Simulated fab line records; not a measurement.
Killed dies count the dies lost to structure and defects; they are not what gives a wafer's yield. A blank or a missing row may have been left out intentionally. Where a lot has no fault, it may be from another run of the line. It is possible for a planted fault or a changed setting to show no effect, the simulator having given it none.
Which of the tools did it? ; flow nand harc ; Sampling: 24 lots, 72 wafers, 5 of 1159 route steps

## WHAT THE GAUGES SHOWED, per wafer
NHARC_P_CONTACT_CD_MEAS_19.
lot;measured;on;cd nm (nm)
L074;day 5 04:58;cd sem-01;89.1 89.4 89.9
L075;day 5 20:26;cd sem-01;89.3 91.2 89.7
L076;day 6 01:50;cd sem-02;89.5 91.2 90.1
L077;day 6 08:02;cd sem-01;91.7 89.3 92.5
L080;day 6 14:33;cd sem-02;89.0 89.7 89.9
L079;day 6 14:39;cd sem-03;89.7 90.4 91.1
L078;day 6 18:23;cd sem-02;92.6 90.9 92.0
L081;day 7 11:05;cd sem-01;90.0 92.1 93.0
L082;day 7 17:37;cd sem-01;90.4 91.4 90.6
L083;day 8 02:04;cd sem-03;89.7 88.7 89.8
L084;day 8 05:47;cd sem-02;89.9 91.6 91.9
L085;day 8 08:43;cd sem-02;90.0 88.2 91.1
L088;day 9 00:37;cd sem-02;91.1 89.2 89.8
L086;day 9 01:37;cd sem-03;89.9 90.1 91.4
L087;day 9 02:46;cd sem-03;90.5 89.8 88.8
L089;day 9 10:14;cd sem-01;90.6 91.5 90.4
L090;day 9 12:49;cd sem-02;90.7 89.9 89.9
L092;day 10 01:25;cd sem-02;89.6 91.1 90.2
L091;day 10 01:52;cd sem-01;90.9 90.0 90.6
L094;day 10 19:12;cd sem-01;89.2 88.8 92.0
L095;day 10 19:34;cd sem-01;90.3 89.8 89.7
L093;day 11 01:49;cd sem-02;90.0 90.1 88.6
L096;day 11 02:30;cd sem-03;89.6 90.5 91.1
L097;day 11 10:06;cd sem-01;89.1 89.5 88.9

NHARC_P_M0_INSPECT_11.
lot;measured;on;raw defect count
L074;day 5 14:47;defect inspect-02;5 2 2
L075;day 6 07:27;defect inspect-02;4 3 4
L076;day 6 09:23;defect inspect-02;4 5 7
L077;day 6 15:05;defect inspect-01;8 4 5
L080;day 6 17:40;defect inspect-01;1 2 3
L079;day 6 17:53;defect inspect-02;4 1 5
L078;day 6 21:52;defect inspect-02;5 6 2
L081;day 7 16:47;defect inspect-01;5 5 7
L082;day 8 03:50;defect inspect-02;5 3 5
L083;day 8 05:19;defect inspect-02;2 6 5
L084;day 8 09:05;defect inspect-01;3 6 5
L085;day 8 17:17;defect inspect-01;3 3 4
L088;day 9 03:47;defect inspect-02;4 3 4
L086;day 9 04:52;defect inspect-01;4 3 6
L087;day 9 05:59;defect inspect-01;5 3 6
L089;day 9 22:40;defect inspect-01;3 3 7
L090;day 9 22:59;defect inspect-01;4 4 4
L092;day 10 08:48;defect inspect-02;4 3 6
L091;day 10 09:21;defect inspect-02;8 7 2
L094;day 10 22:19;defect inspect-01;4 4 3
L095;day 10 22:56;defect inspect-02;5 3 2
L093;day 11 05:07;defect inspect-01;2 2 1
L096;day 11 05:44;defect inspect-02;4 6 4
L097;day 11 14:49;defect inspect-01;3 6 8

## TOOL THAT RAN EACH LOT (tool first, then ch and the chambers of the sampled wafers, then the start)
lot;NHARC_P_GATE_STRIP_76;NHARC_P_CONTACT_STRIP_28;NHARC_P_CONTACT_CVD_23
L074;plasma asher-01 ch 0,1, day 4 22:10;rie diel-01 ch 0,1, day 5 05:02;cvd w-02 ch 0,1, day 5 14:47 or earlier
L075;plasma asher-01 ch 0,1, day 5 13:17;rie diel-12 ch 0,1,3, day 5 20:31;cvd w-01 ch 0,1, day 6 07:27 or earlier
L076;plasma asher-02 ch 0,1, day 5 18:57;rie diel-01 ch 1,2, day 6 01:54;cvd w-02 ch 0,1, day 6 09:23 or earlier
L077;plasma asher-01 ch 0,1, day 6 01:29;rie diel-12 ch 0,1,3, day 6 08:07;cvd w-01 ch 0,1, day 6 15:05 or earlier
L080;plasma asher-02 ch 1, day 6 07:23;rie diel-02 ch 2,3, day 6 14:38;cvd w-02 ch 0,1, day 6 17:40 or earlier
L079;plasma asher-02 ch 0, day 6 07:50;rie diel-12 ch 0,2, day 6 14:43;cvd w-01 ch 0,1, day 6 17:53 or earlier
L078;plasma asher-01 ch 0,1, day 6 11:55;rie diel-01 ch 0,1,2, day 6 18:27;cvd w-02 ch 0,1, day 6 21:52 or earlier
L081;plasma asher-01 ch 0,1, day 7 03:59;rie diel-01 ch 1,2,3, day 7 11:10;cvd w-01 ch 0,1, day 7 16:47 or earlier
L082;plasma asher-02 ch 0,1, day 7 10:53;rie diel-01 ch 0,1,2, day 7 17:43;cvd w-02 ch 0,1, day 8 03:50 or earlier
L083;plasma asher-02 ch 0,1, day 7 19:25;rie diel-01 ch 0,3, day 8 02:08;cvd w-01 ch 0,1, day 8 05:19 or earlier
L084;plasma asher-01 ch 0,1, day 7 23:12;rie diel-12 ch 1,2, day 8 05:54;cvd w-01 ch 0,1, day 8 09:05 or earlier
L085;plasma asher-01 ch 0,1, day 8 01:45;rie diel-01 ch 0,2,3, day 8 08:49;cvd w-02 ch 0,1, day 8 17:17 or earlier
L088;plasma asher-01 ch 0,1, day 8 17:38;rie diel-12 ch 0,2, day 9 00:43;cvd w-02 ch 0,1, day 9 03:47 or earlier
L086;plasma asher-01 ch 0,1, day 8 18:49;rie diel-02 ch 0,1,2, day 9 01:41;cvd w-02 ch 0,1, day 9 04:52 or earlier
L087;plasma asher-01 ch 0,1, day 8 19:17;rie diel-12 ch 0,1, day 9 02:52;cvd w-01 ch 0,1, day 9 05:59 or earlier
L089;plasma asher-01 ch 0,1, day 9 03:32;rie diel-01 ch 1,2,3, day 9 10:19;cvd w-02 ch 0,1, day 9 22:40 or earlier
L090;plasma asher-02 ch 0, day 9 04:55;rie diel-01 ch 0,1,3, day 9 12:55;cvd w-01 ch 0,1, day 9 22:59 or earlier
L092;plasma asher-02 ch 1, day 9 18:15;rie diel-12 ch 0,1, day 10 01:29;cvd w-02 ch 1, day 10 08:48 or earlier
L091;plasma asher-01 ch 0,1, day 9 18:51;rie diel-02 ch 0,3, day 10 01:57;cvd w-01 ch 0,1, day 10 09:21 or earlier
L094;plasma asher-02 ch 0,1, day 10 12:30;rie diel-12 ch 1,2,3, day 10 19:17;cvd w-01 ch 0,1, day 10 22:19 or earlier
L095;plasma asher-01 ch 0,1, day 10 12:41;rie diel-01 ch 0,2,3, day 10 19:38;cvd w-02 ch 0,1, day 10 22:56 or earlier
L093;plasma asher-01 ch 0,1, day 10 19:24;rie diel-02 ch 1,2,3, day 11 01:53;cvd w-01 ch 0,1, day 11 05:07 or earlier
L096;plasma asher-02 ch 0,1, day 10 19:52;rie diel-02 ch 0,2,3, day 11 02:36;cvd w-01 ch 0,1, day 11 05:44 or earlier
L097;plasma asher-01 ch 1, day 11 03:08;rie diel-01 ch 1,2,3, day 11 10:12;cvd w-02 ch 0,1, day 11 14:49 or earlier
- NHARC_P_GATE_STRIP_76: strips in O2.
- NHARC_P_CONTACT_STRIP_28: strips in O2.
- NHARC_P_CONTACT_CVD_23: deposits W, target thk 200 nm, time 557 s.

## AS READ BY THE TOOLS THEMSELVES (means over the sampled wafers that have a number; for cases with no such wafer, the mark the record gives instead)
NHARC_P_GATE_STRIP_76.
lot;tool;drypump motor current A (A);heater power w (W)
L074;plasma asher-01;5.8;311
L075;plasma asher-01;6.0;294
L076;plasma asher-02;6.1;298
L077;plasma asher-01;5.8;310
L080;plasma asher-02;6.4;297
L079;plasma asher-02;5.9;302
L078;plasma asher-01;6.1;293
L081;plasma asher-01;6.1;294
L082;plasma asher-02;6.1;302
L083;plasma asher-02;6.1;297
L084;plasma asher-01;6.0;297
L085;plasma asher-01;6.0;293
L088;plasma asher-01;6.1;292
L086;plasma asher-01;6.1;295
L087;plasma asher-01;6.1;293
L089;plasma asher-01;6.0;292
L090;plasma asher-02;5.9;295
L092;plasma asher-02;6.4;301
L091;plasma asher-01;6.0;297
L094;plasma asher-02;6.2;299
L095;plasma asher-01;6.1;288
L093;plasma asher-01;5.8;311
L096;plasma asher-02;6.2;302
L097;plasma asher-01;5.6;327

NHARC_P_CONTACT_STRIP_28.
lot;tool;drypump motor current A (A);o2 flow sccm (sccm);oes product au (a.u.);rf vpp V (V);showerhead plenum p Torr (Torr);throttle valve pct (%)
L074;rie diel-01;5.9;499.6;1.004;57.0;3.69;17.033
L075;rie diel-12;5.4;500.4;0.996;58.1;3.62;17.037
L076;rie diel-01;6.2;499.0;1.012;58.6;3.76;17.040
L077;rie diel-12;5.4;500.6;0.993;58.7;3.62;17.037
L080;rie diel-02;5.3;500.9;1.003;57.8;3.37;17.039
L079;rie diel-12;6.0;500.7;1.003;57.2;3.49;17.030
L078;rie diel-01;5.9;499.1;1.003;58.1;3.67;17.033
L081;rie diel-01;6.0;500.6;0.995;58.5;3.63;17.033
L082;rie diel-01;5.9;499.7;0.995;57.9;3.67;17.037
L083;rie diel-01;5.5;499.6;0.995;57.5;3.46;17.048
L084;rie diel-12;5.8;499.5;0.999;58.3;3.60;17.039
L085;rie diel-01;5.7;498.9;0.988;57.5;3.54;17.033
L088;rie diel-12;6.0;499.5;1.002;57.4;3.48;17.034
L086;rie diel-02;5.6;499.9;1.009;57.6;3.38;17.032
L087;rie diel-12;5.7;499.4;0.997;58.6;3.65;17.040
L089;rie diel-01;6.0;499.0;0.999;58.5;3.63;17.044
L090;rie diel-01;5.7;499.2;1.000;57.8;3.55;17.030
L092;rie diel-12;5.7;500.1;0.999;57.1;3.65;17.031
L091;rie diel-02;5.6;501.6;1.008;57.2;3.44;17.036
L094;rie diel-12;5.5;499.6;1.010;57.5;3.54;17.032
L095;rie diel-01;5.7;498.2;0.999;57.9;3.54;17.035
L093;rie diel-02;5.3;500.1;1.001;57.3;3.35;17.034
L096;rie diel-02;5.4;501.8;1.004;58.0;3.39;17.032
L097;rie diel-01;6.0;501.2;1.002;58.1;3.62;17.041

NHARC_P_CONTACT_CVD_23.
lot;tool;heater power w (W);throttle valve pct (%)
L074;cvd w-02;455;7.88
L075;cvd w-01;481;8.09
L076;cvd w-02;461;7.89
L077;cvd w-01;487;7.94
L080;cvd w-02;459;7.78
L079;cvd w-01;484;7.99
L078;cvd w-02;457;7.63
L081;cvd w-01;486;8.00
L082;cvd w-02;452;7.76
L083;cvd w-01;473;8.10
L084;cvd w-01;483;8.16
L085;cvd w-02;462;7.70
L088;cvd w-02;455;7.64
L086;cvd w-02;459;7.82
L087;cvd w-01;482;8.12
L089;cvd w-02;456;7.70
L090;cvd w-01;483;8.09
L092;cvd w-02;449;7.62
L091;cvd w-01;484;7.98
L094;cvd w-01;478;8.20
L095;cvd w-02;459;7.73
L093;cvd w-01;469;8.21
L096;cvd w-01;475;8.11
L097;cvd w-02;463;7.81

## THE ANSWER, worked out from the rows above alone
Rule: the lots themselves supply what counts as usual. The widest of any qualifying gaps counts: lots, ordered by their means at a reading, are off when they make up no more than a third of the lots, leave a main group of 4 or more, and stand apart from it by 3 or more times the standard deviation of that group's means. If all means in a main group match to the digits the tables above print for the reading, that group is not used. Also off: a lot with no number at a reading for which 4 or more lots have one. All remaining lots with rows at the step are treated as sound. After the gauges, taken in route order, come the tools' own readings; for these a lot's mean is taken, as printed above. The first step at which some lot is off is used, and at that step the reading that is off furthest; a lot without a number counts as furthest.
No lot is off at any reading shown: from this, nothing can be told.

## WHAT HAD BEEN PUT IN BY THE SIMULATOR
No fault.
